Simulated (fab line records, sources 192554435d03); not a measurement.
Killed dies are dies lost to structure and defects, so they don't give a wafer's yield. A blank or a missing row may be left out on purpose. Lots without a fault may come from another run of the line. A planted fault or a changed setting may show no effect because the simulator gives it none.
Chamber matching | flow n5_finfet | N5_FIN_SAQP_HM_DEP_72 on pecvd-01: 3 sister chambers
The step deposits SiO2 from SiH4/N2O, target thk 12 nm, time 7.2 s. 30 wafers are shown with their chamber, then 12 later ones without.

WAFERS WITH THEIR CHAMBER
wafer  | chamber | showerhead_plenum_p_Torr (Torr) | heater_power_w (W) | heater_power_outer_w (W)
L074.1 | 0       | 8.04                            | 686                | 419
L074.5 | 1       | 8.16                            | 655                | 408
L074.6 | 0       | 8.03                            | 679                | 420
L075.2 | 1       | 8.18                            | 612                | 369
L075.5 | 2       | 7.78                            | 899                | 596
L075.6 | 1       | 8.17                            | 615                | 369
L077.1 | 2       | 7.77                            | 880                | 594
L077.3 | 0       | 8.04                            | 713                | 446
L077.6 | 2       | 7.77                            | 879                | 573
L078.4 | 0       | 8.04                            | 779                | 482
L078.5 | 2       | 7.81                            | 919                | 582
L078.6 | 1       | 8.16                            | 629                | 372
L081.2 | 2       | 7.80                            | 797                | 488
L081.3 | 1       | 8.17                            | 647                | 408
L081.5 | 0       | 8.04                            | 732                | 445
L082.2 | 2       | 7.77                            | 819                | 506
L082.3 | 0       | 8.02                            | 805                | 485
L082.6 | 1       | 8.18                            | 634                | 393
L084.1 | 2       | 7.78                            | 896                | 547
L084.4 | 2       | 7.78                            | 889                | 554
L084.6 | 1       | 8.18                            | 543                | 320
L085.1 | 2       | 7.80                            | 915                | 597
L085.4 | 0       | 8.04                            | 741                | 452
L085.6 | 2       | 7.78                            | 928                | 582
L090.1 | 2       | 7.77                            | 861                | 587
L090.2 | 0       | 8.01                            | 701                | 416
L090.6 | 1       | 8.16                            | 627                | 396
L091.2 | 1       | 8.19                            | 610                | 366
L091.3 | 2       | 7.77                            | 846                | 532
L091.4 | 2       | 7.79                            | 852                | 519

SIGNATURES (means of the wafers above)
reading                  | chamber 0 | chamber 1 | chamber 2 | scatter within a chamber
showerhead_plenum_p_Torr | 8.0325    | 8.1722    | 7.7823    | 0.0124
heater_power_w           | 729.50    | 619.11    | 875.38    | 38.8
heater_power_outer_w     | 445.62    | 377.89    | 558.23    | 32
Rule: a wafer's distance from a chamber is the root of the sum, over the readings, of the square of ((its reading less the chamber's mean) divided by the reading's scatter). The wafer belongs to the nearest chamber; if the next one is less than 2 further off, it can't be placed. The scatter: the root of (the sum of the squares of (reading less its chamber's mean) over the shown wafers, divided by (wafers less chambers)).

WAFERS WITHOUT THEIR CHAMBER
wafer  | showerhead_plenum_p_Torr (Torr) | heater_power_w (W) | heater_power_outer_w (W)
L093.1 | 8.04                            | 730                | 452
L093.5 | 7.77                            | 896                | 583
L093.6 | 8.17                            | 597                | 363
L094.2 | 8.04                            | 797                | 485
L094.3 | 7.79                            | 931                | 591
L094.5 | 8.01                            | 778                | 495
L095.1 | 7.80                            | 882                | 558
L095.2 | 8.04                            | 764                | 473
L095.4 | 7.81                            | 882                | 578
L097.1 | 8.03                            | 818                | 489
L097.4 | 8.05                            | 824                | 499
L097.5 | 7.79                            | 921                | 594

WHICH CHAMBER EACH WENT THROUGH
wafer  | from the rows above | in truth
L093.1 | 0                   | 0
L093.5 | 2                   | 2
L093.6 | 1                   | 1
L094.2 | 0                   | 0
L094.3 | 2                   | 2
L094.5 | 0                   | 0
L095.1 | 2                   | 2
L095.2 | 0                   | 0
L095.4 | 2                   | 2
L097.1 | 0                   | 0
L097.4 | 0                   | 0
L097.5 | 2                   | 2
Placed correctly: 12 of 12. Can't be placed from these rows: 0. Placed wrongly: 0.
